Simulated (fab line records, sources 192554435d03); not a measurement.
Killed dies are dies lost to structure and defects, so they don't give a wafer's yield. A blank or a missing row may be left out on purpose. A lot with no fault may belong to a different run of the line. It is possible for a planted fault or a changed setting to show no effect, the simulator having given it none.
Which tool was responsible? ; flow n5_finfet ; 72 wafers from 24 lots sampled at 4 of the route's 1938 steps

== WHAT EACH GAUGE READ, for each wafer ==
N5_BEOL_M10_CD_MEAS_11: the cd target is 64.1 nm. Usual: cd_nm reads 64.2 nm (standard deviation 0.47).
lot;measured;on;cd_nm (nm);flag
L074;day 10 15:46;cd_sem-03;63.7 63.6 63.7;
L075;day 11 03:01;cd_sem-01;64.5 64.9 64.2;
L077;day 11 07:28;cd_sem-02;65.0 64.9 64.7;
L076;day 11 14:03;cd_sem-02;64.3 64.4 64.6;
L078;day 11 20:06;cd_sem-02;64.1 63.8 63.4;
L080;day 11 21:16;cd_sem-01;64.5 64.0 64.4;
L079;day 12 02:12;cd_sem-02;64.7 64.3 64.6;
L081;day 12 14:13;cd_sem-02;64.3 64.2 63.9;
L083;day 12 23:02;cd_sem-02;64.6 64.6 65.0;
L082;day 12 23:28;cd_sem-02;64.8 65.0 64.8;
L084;day 13 15:02;cd_sem-03;64.0 63.9 64.6;
L085;day 13 23:06;cd_sem-02;63.7 63.8 64.4;
L086;day 13 23:56;cd_sem-03;63.9 63.2 63.6;
L087;day 14 04:07;cd_sem-01;63.3 63.8 63.3;
L089;day 14 04:35;cd_sem-02;63.9 64.5 63.8;
L088;day 14 13:36;cd_sem-01;64.7 64.6 64.3;
L090;day 14 23:17;cd_sem-02;63.8 64.0 64.0;
L092;day 15 03:41;cd_sem-01;64.8 64.7 64.7;
L091;day 15 04:02;cd_sem-03;64.5 64.5 63.6;
L094;day 15 15:39;cd_sem-02;64.6 63.6 63.9;
L095;day 16 00:41;cd_sem-03;64.2 63.9 64.3;
L093;day 16 01:02;cd_sem-03;63.4 64.0 63.9;
L096;day 16 05:35;cd_sem-03;63.3 63.9 63.6;
L097;day 16 07:43;cd_sem-03;64.5 64.4 64.1;

== EACH LOT AND THE TOOL THAT RAN IT (in order: tool; ch and the chambers of the sampled wafers; start) ==
lot;N5_BEOL_M9_TRENCH_ETCH_37;N5_BEOL_M9_STRIP_80;N5_BEOL_M9_PRE_CLEAN_45
L074;rie_diel-06 ch 1,2,3, day 10 10:35 or earlier;rie_diel-06 ch 1,2,3, day 10 10:35 or earlier;pvd_sputter-03, day 10 10:35
L075;rie_diel-06 ch 2,3, day 10 23:31 or earlier;rie_diel-06 ch 2,3, day 10 23:31 or earlier;pvd_sputter-02, day 10 23:31
L077;rie_diel-05 ch 0,1,3, day 11 03:07 or earlier;rie_diel-05 ch 0,1,3, day 11 03:07 or earlier;pvd_sputter-02, day 11 03:07
L076;rie_diel-05 ch 1,2,3, day 11 10:20 or earlier;rie_diel-05 ch 1,2,3, day 11 10:20 or earlier;pvd_sputter-02, day 11 10:20
L078;rie_diel-02 ch 0,3, day 11 14:08 or earlier;rie_diel-02 ch 0,3, day 11 14:08 or earlier;pvd_sputter-01, day 11 14:08
L080;rie_diel-05 ch 2,3, day 11 16:53 or earlier;rie_diel-05 ch 2,3, day 11 16:53 or earlier;pvd_sputter-03, day 11 16:53
L079;rie_diel-05 ch 2,3, day 11 21:30 or earlier;rie_diel-05 ch 2,3, day 11 21:30 or earlier;pvd_sputter-02, day 11 21:30
L081;rie_diel-06 ch 0,1,2, day 12 09:14 or earlier;rie_diel-06 ch 0,1,2, day 12 09:14 or earlier;pvd_sputter-03, day 12 09:14
L083;rie_diel-05 ch 1,2,3, day 12 18:12 or earlier;rie_diel-05 ch 1,2,3, day 12 18:12 or earlier;pvd_sputter-02, day 12 18:12
L082;rie_diel-05 ch 1,2,3, day 12 19:28 or earlier;rie_diel-05 ch 1,2,3, day 12 19:28 or earlier;pvd_sputter-02, day 12 19:28
L084;rie_diel-05 ch 2,3, day 13 09:38 or earlier;rie_diel-05 ch 2,3, day 13 09:38 or earlier;pvd_sputter-01, day 13 09:38
L085;rie_diel-06 ch 0,1,3, day 13 18:31 or earlier;rie_diel-06 ch 0,1,3, day 13 18:31 or earlier;pvd_sputter-03, day 13 18:31
L086;rie_diel-06 ch 0,1, day 13 19:02 or earlier;rie_diel-06 ch 0,1, day 13 19:02 or earlier;pvd_sputter-02, day 13 19:02
L087;rie_diel-06 ch 0,2,3, day 13 22:29 or earlier;rie_diel-06 ch 0,2,3, day 13 22:29 or earlier;pvd_sputter-02, day 13 22:29
L089;rie_diel-05 ch 0,2,3, day 13 23:51 or earlier;rie_diel-05 ch 0,2,3, day 13 23:51 or earlier;pvd_sputter-01, day 13 23:51
L088;rie_diel-02 ch 1,2, day 14 10:19 or earlier;rie_diel-02 ch 1,2, day 14 10:19 or earlier;pvd_sputter-03, day 14 10:19
L090;rie_diel-05 ch 0,1,2, day 14 18:23 or earlier;rie_diel-05 ch 0,1,2, day 14 18:23 or earlier;pvd_sputter-02, day 14 18:23
L092;rie_diel-05 ch 0,2,3, day 15 00:01 or earlier;rie_diel-05 ch 0,2,3, day 15 00:01 or earlier;pvd_sputter-03, day 15 00:01
L091;rie_diel-02 ch 0,2, day 15 00:08 or earlier;rie_diel-02 ch 0,2, day 15 00:08 or earlier;pvd_sputter-01, day 15 00:08
L094;rie_diel-06 ch 2,3, day 15 11:50 or earlier;rie_diel-06 ch 2,3, day 15 11:50 or earlier;pvd_sputter-03, day 15 11:50
L095;rie_diel-06 ch 0,1, day 15 18:53 or earlier;rie_diel-06 ch 0,1, day 15 18:53 or earlier;pvd_sputter-02, day 15 18:53
L093;rie_diel-05 ch 0,1, day 15 21:17 or earlier;rie_diel-05 ch 0,1, day 15 21:17 or earlier;pvd_sputter-01, day 15 21:17
L096;rie_diel-06 ch 0,1,3, day 16 01:02 or earlier;rie_diel-06 ch 0,1,3, day 16 01:02 or earlier;pvd_sputter-02, day 16 01:02
L097;rie_diel-02 ch 0,3, day 16 04:25 or earlier;rie_diel-02 ch 0,3, day 16 04:25 or earlier;pvd_sputter-01, day 16 04:25
- N5_BEOL_M9_TRENCH_ETCH_37: etches SiCOH lowk in C4F6/O2, target depth 151.43 nm, time 49 s.
- N5_BEOL_M9_STRIP_80: strips in N2/H2, time 10 s.
- N5_BEOL_M9_PRE_CLEAN_45: time 30 s.

== WHAT THE TOOLS THEMSELVES READ (means of the sampled wafers that have a number; where no wafer has one, the mark that the record gives instead) ==
N5_BEOL_M9_TRENCH_ETCH_37. Usual: drypump_motor_current_A 5.7 A, standard deviation 0.34; oes_product_au 0.78 a.u., standard deviation 0.081; rf_vpp_V 663 V, standard deviation 5.8; showerhead_plenum_p_Torr 2.83 Torr, standard deviation 0.11; throttle_valve_pct 20.97 %, standard deviation 0.25.
lot;tool;drypump_motor_current_A (A);oes_product_au (a.u.);rf_vpp_V (V);showerhead_plenum_p_Torr (Torr);throttle_valve_pct (%);flag
L074;rie_diel-06;5.7;0.81;666;2.80;21.06;
L075;rie_diel-06;5.5;0.87;667;2.92;20.78;
L077;rie_diel-05;5.7;0.82;662;2.81;20.91;
L076;rie_diel-05;5.6;0.82;661;2.83;20.82;
L078;rie_diel-02;5.4;0.89;666;2.88;20.72;
L080;rie_diel-05;5.7;0.83;665;2.84;20.81;
L079;rie_diel-05;5.7;0.83;665;2.84;20.81;
L081;rie_diel-06;5.8;0.74;662;2.77;21.24;
L083;rie_diel-05;5.6;0.81;661;2.83;20.84;
L082;rie_diel-05;5.6;0.81;661;2.83;20.83;
L084;rie_diel-05;5.7;0.82;665;2.83;20.82;
L085;rie_diel-06;5.6;0.81;668;2.86;20.99;
L086;rie_diel-06;5.9;0.75;666;2.73;21.27;
L087;rie_diel-06;5.7;0.79;664;2.89;20.98;
L089;rie_diel-05;5.9;0.75;664;2.85;20.88;
L088;rie_diel-02;6.1;0.75;666;2.88;21.17;
L090;rie_diel-05;5.8;0.74;660;2.84;20.91;
L092;rie_diel-05;6.0;0.74;664;2.85;20.87;
L091;rie_diel-02;5.4;0.84;663;2.84;20.70;
L094;rie_diel-06;5.5;0.81;665;2.91;20.83;
L095;rie_diel-06;5.8;0.74;665;2.73;21.29;
L093;rie_diel-05;5.8;0.73;661;2.81;21.03;
L096;rie_diel-06;5.7;0.79;667;2.86;21.03;
L097;rie_diel-02;5.4;0.83;666;2.87;20.78;

N5_BEOL_M9_STRIP_80. Usual: drypump_motor_current_A 5.7 A, standard deviation 0.34; oes_product_au 0.78 a.u., standard deviation 0.082; rf_vpp_V 59.0 V, standard deviation 0.93; showerhead_plenum_p_Torr 2.52 Torr, standard deviation 0.11; throttle_valve_pct 23.7 %, standard deviation 0.32.
lot;tool;drypump_motor_current_A (A);oes_product_au (a.u.);rf_vpp_V (V);showerhead_plenum_p_Torr (Torr);throttle_valve_pct (%);flag
L074;rie_diel-06;5.7;0.81;57.5;2.49;23.7;
L075;rie_diel-06;5.5;0.87;60.1;2.60;23.4;
L077;rie_diel-05;5.7;0.82;60.1;2.50;23.7;
L076;rie_diel-05;5.6;0.81;59.8;2.52;23.5;
L078;rie_diel-02;5.4;0.91;58.9;2.57;23.5;
L080;rie_diel-05;5.7;0.83;58.7;2.52;23.6;
L079;rie_diel-05;5.7;0.82;59.0;2.52;23.6;
L081;rie_diel-06;5.9;0.74;58.6;2.47;24.0;
L083;rie_diel-05;5.6;0.80;59.7;2.52;23.5;
L082;rie_diel-05;5.6;0.80;58.8;2.52;23.5;
L084;rie_diel-05;5.7;0.81;58.8;2.52;23.6;
L085;rie_diel-06;5.6;0.81;59.5;2.56;23.7;
L086;rie_diel-06;5.8;0.75;58.9;2.44;24.0;
L087;rie_diel-06;5.6;0.79;58.9;2.59;23.7;
L089;rie_diel-05;5.9;0.75;58.7;2.53;23.6;
L088;rie_diel-02;6.0;0.75;59.8;2.58;23.9;
L090;rie_diel-05;5.8;0.74;60.1;2.52;23.5;
L092;rie_diel-05;5.9;0.74;59.5;2.53;23.6;
L091;rie_diel-02;5.4;0.85;58.8;2.53;23.3;
L094;rie_diel-06;5.5;0.82;58.7;2.59;23.5;
L095;rie_diel-06;5.9;0.73;58.4;2.43;24.0;
L093;rie_diel-05;5.8;0.73;59.7;2.49;23.7;
L096;rie_diel-06;5.7;0.78;59.3;2.55;23.7;
L097;rie_diel-02;5.4;0.82;58.5;2.56;23.5;

N5_BEOL_M9_PRE_CLEAN_45. Usual: heater_power_w reads 326 W (standard deviation 38).
lot;tool;heater_power_w (W);flag
L074;pvd_sputter-03;338;
L075;pvd_sputter-02;303;
L077;pvd_sputter-02;319;
L076;pvd_sputter-02;301;
L078;pvd_sputter-01;348;
L080;pvd_sputter-03;353;
L079;pvd_sputter-02;328;
L081;pvd_sputter-03;342;
L083;pvd_sputter-02;327;
L082;pvd_sputter-02;322;
L084;pvd_sputter-01;259;
L085;pvd_sputter-03;340;
L086;pvd_sputter-02;296;
L087;pvd_sputter-02;323;
L089;pvd_sputter-01;346;
L088;pvd_sputter-03;352;
L090;pvd_sputter-02;322;
L092;pvd_sputter-03;347;
L091;pvd_sputter-01;259;
L094;pvd_sputter-03;349;
L095;pvd_sputter-02;308;
L093;pvd_sputter-01;287;
L096;pvd_sputter-02;352;
L097;pvd_sputter-01;307;

== THE ANSWER, worked out from the rows above alone ==
Rule: lot off if the mean of its wafers having a number is beyond 3 standard deviations from the usual mean. Also off: a lot with no number at a reading for which 4 or more lots have one. All remaining lots with rows at the step are treated as sound. First the gauges in route order, then the tools' own readings, where a lot's mean is used as printed above. At the first step where some lot is off, the reading lying furthest off is the one used; lots without a number count as furthest.
Nothing can be told from this: no lot is off at any reading shown.

== WHAT THE SIMULATOR PUT IN ==
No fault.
